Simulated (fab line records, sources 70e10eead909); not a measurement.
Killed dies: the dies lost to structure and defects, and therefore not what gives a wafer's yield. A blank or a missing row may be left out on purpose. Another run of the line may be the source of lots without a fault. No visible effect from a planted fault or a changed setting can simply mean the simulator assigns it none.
Matching of chambers + flow nand harc + pecvd-01 running NHARC_A_STAIRCASE_DEP_417: 3 sister chambers
The step deposits Si3N4, target thk 60 nm. 3 wafers are shown with their chamber, then 10 later ones without.

## WAFERS, EACH WITH ITS CHAMBER
| wafer  | chamber | heater power w (W) |
|--------|---------|--------------------|
| L089.6 | 2       | 568                |
| L090.2 | 0       | 665                |
| L090.4 | 1       | 630                |

## WAFERS WITHOUT THEIR CHAMBER
| wafer  | heater power w (W) |
|--------|--------------------|
| L090.6 | 630                |
| L091.1 | 779                |
| L091.3 | 660                |
| L091.6 | 758                |
| L092.1 | 693                |
| L092.3 | 648                |
| L092.5 | 687                |
| L095.3 | 636                |
| L095.5 | 690                |
| L095.6 | 663                |

## EACH ONE'S CHAMBER
| wafer  | from the rows above          | in truth |
|--------|------------------------------|----------|
| L090.6 | can't be placed: 1 or 0 or 2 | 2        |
| L091.1 | can't be placed: 0 or 1 or 2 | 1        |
| L091.3 | can't be placed: 0 or 1 or 2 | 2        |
| L091.6 | can't be placed: 0 or 1 or 2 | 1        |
| L092.1 | can't be placed: 0 or 1 or 2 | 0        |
| L092.3 | can't be placed: 0 or 1 or 2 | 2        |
| L092.5 | can't be placed: 0 or 1 or 2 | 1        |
| L095.3 | can't be placed: 1 or 0 or 2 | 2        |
| L095.5 | can't be placed: 0 or 1 or 2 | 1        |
| L095.6 | can't be placed: 0 or 1 or 2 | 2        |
Placed correctly: 0 of 10. From these rows, 10 cannot be placed; in 10 the true chamber is one of the candidates. Wrongly placed: 0.
How it was worked out, from the rows above alone: a wafer's distance from a chamber is the root of the sum, over the readings, of the square of ((its reading less the chamber's mean) divided by the reading's scatter). If the next closest chamber is less than 2 further off than the closest, the wafer can't be placed; otherwise it belongs to the closest. Each chamber's mean is taken over the wafers shown for it. The scatter: with one shown wafer a chamber, the root of the mean of the squares of how far each hidden wafer lies from its nearest shown one.
